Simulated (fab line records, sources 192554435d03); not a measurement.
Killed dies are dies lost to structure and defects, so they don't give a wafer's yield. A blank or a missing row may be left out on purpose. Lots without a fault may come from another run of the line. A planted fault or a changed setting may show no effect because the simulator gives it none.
A struck lot beside a sound one | flow n5_finfet | 15 steps out of a route of 1938
Sound: wafers L166.3, L166.4, L166.6. Struck: wafers L179.1, L179.6. (L179.5 of the same lot was not struck and is left out.) The cause comes at the end.
At each step with rows: each side's tool, then ch and its chambers, then its first start. Under that, the readings that differ: sound wafers | struck wafers | difference of the means | sigmas: that difference in standard deviations of wafers without a fault.
alike: readings whose means differ by less than 2 such deviations, and words and numbers that are the same on both sides. not compared: withheld readings, readings that some wafer has no value for, bounds like >300 that may hide the same value, and numbers for which the record gives no deviation and whose values overlap.
The two part at a step that has a row with sigmas, a row that says differs or no value, or rows on one side only. Numbers that don't overlap but have no deviation are shown without sigmas and don't part them. A reading that every wafer of one side lacks parts them only if that side has two wafers or more.

first, 1 step without rows for these wafers: N5_BEOL_M13_HARDBAKE_32 (time 120 s).
N5_BEOL_M13_CD_MEAS_28: target cd 209.5 nm.
  sound on cd_sem-02 ch 0, day 13 10:03; struck on cd_sem-01 ch 0, day 15 19:59
  alike: cd_nm
N5_BEOL_M13_OVL_MEAS_29:
  sound on overlay-01 ch 0, day 13 10:05; struck on overlay-02 ch 0, day 15 20:01
  alike: M13_OVL
N5_BEOL_M13_INSPECT_30: inspects for defects (macro).
  sound on defect_inspect-01, day 13 10:07; struck on defect_inspect-02, day 15 20:02
  alike: raw_defect_count
N5_BEOL_M13_DESCUM_33: chemistry O2, time 7.9 s.
  sound on rie_diel-04 ch 1,2, day 13 10:30; struck on rie_diel-06 ch 2, day 15 20:13
  alike: drypump_motor_current_A, oes_product_au, rf_vpp_V, showerhead_plenum_p_Torr, throttle_valve_pct
  not compared: rf_hours_counter_h
N5_BEOL_M13_ETCH_67: etches SiARC in CF4, target depth 143 nm, time 238.3 s.
  sound on rie_diel-04 ch 1,2, day 13 10:32; struck on rie_diel-06 ch 2, day 15 20:15
  alike: drypump_motor_current_A, etch_rf_on_time_s, oes_product_au, rf_vpp_V, showerhead_plenum_p_Torr, throttle_valve_pct
  not compared: rf_hours_counter_h
N5_BEOL_M13_ETCH_68: etches SOC in N2/H2, time 355 s.
  sound on rie_diel-04 ch 1,2, day 13 10:41; struck on rie_diel-06 ch 2, day 15 20:24
  alike: drypump_motor_current_A, oes_product_au, rf_vpp_V, showerhead_plenum_p_Torr, throttle_valve_pct
  not compared: rf_hours_counter_h
then, 1 step without rows for these wafers: N5_BEOL_M13_STRIP_69 (strips in N2/H2).
N5_BEOL_M13_TRENCH_ETCH_34: etches SiOC in C4F8/O2/Ar, target depth 413.47 nm, time 162.6 s.
  sound on rie_diel-04 ch 1,2, day 13 10:54; struck on rie_diel-06 ch 2, day 15 20:37
  alike: drypump_motor_current_A, he_inner_torr, oes_product_au, rf_vpp_V, showerhead_plenum_p_Torr, throttle_valve_pct
  not compared: rf_hours_counter_h
then, 1 step without rows for these wafers: N5_BEOL_M13_STRIP_70 (strips in C4F8/O2/Ar).
N5_BEOL_M13_OCD_MEAS_35:
  sound on ocd-02, day 13 11:05; struck on ocd-01, day 15 20:47
  alike: trench_depth_nm
N5_BEOL_M13_STRIP_37: strips in N2/H2.
  sound on plasma_asher-02 ch 0,1, day 13 11:08; struck on plasma_asher-01 ch 0, day 15 20:50
  alike: drypump_motor_current_A, heater_power_w, oes_product_au
  not compared: rf_hours_counter_h
N5_BEOL_M13_ETCH_38: etches SiCN in CF4/N2, target depth 67.5 nm, time 71.9 s.
  sound on rie_diel-04 ch 0,2,3, day 13 14:07; struck on rie_diel-01 ch 1,2, day 15 21:27
  reading                  | sound           | struck   | difference | sigmas
  model.etch.depth_nm (nm) | 57.17 58.2 58.2 | 75.11 75 | +17.20     |
  alike: drypump_motor_current_A, oes_product_au, rf_vpp_V, showerhead_plenum_p_Torr, throttle_valve_pct
  not compared: rf_hours_counter_h
then, 1 step without rows for these wafers: N5_BEOL_M13_PRECLEAN_39 (cleans in residue remover, time 60 s).
N5_PASSIVATION_PROBE_49:
  the record has rows for the sound wafers here (prober-02, day 14 23:29) and none for the struck ones

WHERE THEY PART
Only at N5_PASSIVATION_PROBE_49, within this record.

WHY: what the simulator had put in
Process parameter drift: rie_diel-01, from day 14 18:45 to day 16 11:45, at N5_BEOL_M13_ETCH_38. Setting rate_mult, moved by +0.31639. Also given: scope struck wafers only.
